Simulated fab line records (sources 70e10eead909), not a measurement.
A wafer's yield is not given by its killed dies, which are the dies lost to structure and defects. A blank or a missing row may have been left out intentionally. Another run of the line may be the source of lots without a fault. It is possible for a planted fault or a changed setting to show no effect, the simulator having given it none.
Chamber matching	flow nand-harc	NHARC_A_CHANNEL_HOLE_D1_ETCH_44 on rie-diel-01 has 4 sister chambers
The step etches the open film in CF4/O2, target depth 140 nm, overetch 14 nm, time 77 s. 8 wafers are shown with their chamber, then 11 later ones without.

## WAFERS WITH THEIR CHAMBER
wafer	chamber	rf-vpp-V (V)	oes-product-au (a.u.)
L080.5	0	197.7	0.996
L082.4	3	197.2	1.002
L082.5	2	200.2	1.001
L082.6	1	199.0	1.000
L084.1	0	196.8	1.012
L084.2	1	197.6	1.007
L084.4	2	199.1	1.009
L086.1	3	196.6	0.996

## WAFERS WITHOUT THEIR CHAMBER
wafer	rf-vpp-V (V)	oes-product-au (a.u.)
L086.3	199.0	0.998
L086.6	198.0	0.993
L092.1	198.9	1.005
L092.2	198.1	1.004
L092.5	197.7	0.999
L093.1	197.2	0.997
L093.3	198.1	0.992
L093.4	199.2	0.995
L095.3	199.8	1.000
L095.4	197.7	0.999
L095.6	199.0	0.999

## WHICH CHAMBER EACH ONE RAN IN
wafer	from the rows above	in truth
L086.3	can't be placed: 1 or 2 or 0 or 3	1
L086.6	can't be placed: 1 or 3 or 0 or 2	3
L092.1	can't be placed: 1 or 2 or 0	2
L092.2	can't be placed: 1 or 0 or 3 or 2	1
L092.5	can't be placed: 0 or 1 or 3 or 2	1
L093.1	can't be placed: 3 or 0 or 1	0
L093.3	can't be placed: 1 or 3 or 0 or 2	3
L093.4	can't be placed: 2 or 1 or 0 or 3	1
L095.3	can't be placed: 2 or 1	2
L095.4	can't be placed: 0 or 1 or 3 or 2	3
L095.6	can't be placed: 1 or 2 or 0 or 3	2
Correct placement for 0 of the 11. These rows do not allow placing 11 (true chamber among the candidates in 11). Placed wrongly: 0.
How it was worked out, from the rows above alone: a wafer's distance from a chamber is the root of the sum, over the readings, of the square of ((its reading less the chamber's mean) divided by the reading's scatter). If the next closest chamber is less than 2 further off than the closest, the wafer can't be placed; otherwise it belongs to the closest. For every chamber, the mean is computed from those of its wafers that are shown. The scatter: take each reading less its chamber's mean, square it, sum over the shown wafers, divide by the number of wafers less the number of chambers, and take the root.
